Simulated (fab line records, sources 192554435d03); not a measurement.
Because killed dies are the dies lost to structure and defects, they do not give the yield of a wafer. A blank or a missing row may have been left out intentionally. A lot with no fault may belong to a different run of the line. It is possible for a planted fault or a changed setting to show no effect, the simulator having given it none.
Problem report in the 8D (eight disciplines) form, filled by code | flow n5Finfet | the parts of the form that need people (team, actions taken, sign-off) are left out

1. WHAT IS WRONG
etchRfOnTimeS at N5_GATE_CUT_ETCH_19 reads a mean of 83.3 s on 6 wafers of 2 lots; wafers without a fault read 76.7 s with a standard deviation of 1.1. That is +6.0 standard deviations from the usual mean.
The step: etches SiNx in CH3F/O2, target depth 53.7 nm, time 76.7 s.
Seen first at day 9 12:24 on rieDiel-01, wafer L866.1. The record holds 24 wafers of 8 lots with a number at this step. Rule for "out" (also "out of limits"): further than 4 standard deviations from the usual mean. The other wafers with a number count as sound.

2. WHAT IT IS, AND WHAT IT ISN'T
question                    | is                          | is not
which readings at this step | etchRfOnTimeS, oesProductAu | drypumpMotorCurrentA, oes_ar_750_au, oes_o_777_au, rfVppV, throttleValvePct
which lots                  | L866, L867                  | L846, L847, L854, L855, L864, L869
which wafers of those lots  | all that have a number      | -
read on which tools         | rieDiel-01, rieDiel-03      | rieDiel-06
when                        | from day 9 12:24            | up to then (15 sound wafers); but 3 sound wafers of L869 came after

3. THE SUSPECTS, EACH WITH WHAT RULES IT OUT
Counting: a tool stays on the suspect list if, at a process step up to the reading, it processed all lots that are out and no sound lot following the first of them.
- rieMetal-02 at N5_HKMG_FIN_ETCHBACK_68 (etches the open film in Cl2/Ar, stops on HfO2, target depth 0.5 nm): ruled out as a lasting fault. Sound lots L869 ran on it after its first lot that is out, L866 (day 9 06:19).
- cvdW-02 at N5_HKMG_FIN_ALD_72 (deposits W, target thk 2 nm, pulse time 1 s, purge time 2 s): ruled out as a lasting fault. Sound lots L869 ran on it after its first lot that is out, L866 (day 9 07:13).
- rieDiel-03 at N5_GATE_CUT_STRIP_59 (strips in N2/H2, time 20 s): kept. Every lot that is out went through it, starting with L866 (day 9 08:41), and after that it ran no sound lot; the last sound lot it ran before then is L855 (day 6 18:48).
- cmp-03 at N5_GATE_CUT_CMP_02 (polishes, stops on SiO2, t overpolish 12.7 s, target thk 0 nm): kept. Every lot that is out went through it, starting with L866 (day 9 11:12), and after that it ran no sound lot; the last sound lot it ran before then is L847 (day 4 20:39).
After counting, rieDiel-03 at N5_GATE_CUT_STRIP_59 and cmp-03 at N5_GATE_CUT_CMP_02 remain.

4. THE CAUSE (what the simulator had put in)
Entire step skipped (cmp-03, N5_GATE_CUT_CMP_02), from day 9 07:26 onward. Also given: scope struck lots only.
Counting leaves 2 suspects; this tool is one of them.

5. SEQUENCE OF EFFECTS, ordered by route
Each row: a reading whose mean over the struck wafers that have a number lies more than 3 standard deviations from the usual. Only readings for which the record gives a usual standard deviation are gone through. hours: the time from each lot's start at the first step in this table that gives one to its start at this step, as a median over the lots. sigmas: the change in usual standard deviations.
hours | step                    | reading             | usual     | on struck wafers | change | sigmas
0     | N5_GATE_CUT_ETCH_19     | etchRfOnTimeS       | 76.7 s    | 83.3             | +6.6   | +6.0
0     | N5_GATE_CUT_ETCH_19     | oesProductAu        | 0.66 a.u. | 0.98             | +0.32  | +5.4
217   | N5_PASSIVATION_PROBE_49 | defectLimitedYield  | 91.0 %    | 0.0              | -91.0  | -61
217   | N5_PASSIVATION_PROBE_49 | killedAtFrontEnd    | 39        | 1114             | +1076  | +98
217   | N5_PASSIVATION_PROBE_49 | killedDies          | 106       | 1180             | +1074  | +63
217   | N5_PASSIVATION_PROBE_49 | killedOnRim         | 13        | 152              | +139   | +33
217   | N5_PASSIVATION_PROBE_49 | sort_bin_5_function | 5.3 %     | 96.5             | +91.2  | +91
217   | N5_PASSIVATION_PROBE_49 | sortNPass           | 1074      | 0                | -1074  | -63
217   | N5_PASSIVATION_PROBE_49 | sortYieldPct        | 91.0 %    | 0.0              | -91.0  | -61
Its process steps:
- N5_GATE_CUT_ETCH_19: etches SiNx in CH3F/O2, target depth 53.7 nm, time 76.7 s.
- N5_PASSIVATION_PROBE_49
Readings that are blank on the struck wafers while sound wafers have them: edgeZonePressureFrac at N5_GATE_CUT_CMP_02; headPressurePsi at N5_GATE_CUT_CMP_02; motorCurrentA at N5_GATE_CUT_CMP_02; overpolishRunS at N5_GATE_CUT_CMP_02; timeToEndpointS at N5_GATE_CUT_CMP_02.

6. WHAT WOULD HAVE CAUGHT IT SOONER
First out-of-limits reading in this record: day 9 12:24, which is 5 hours after fault onset at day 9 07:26.
At N5_GATE_CUT_CMP_02 the tool's readings are blank on the struck wafers, where sound wafers have them: an empty tool record is the first sign, and it was there at once.
L867, from the lots that are out (2), started N5_GATE_CUT_CMP_02 on cmp-03 later than day 9 12:24. A hold on the tool at that time would have spared it.
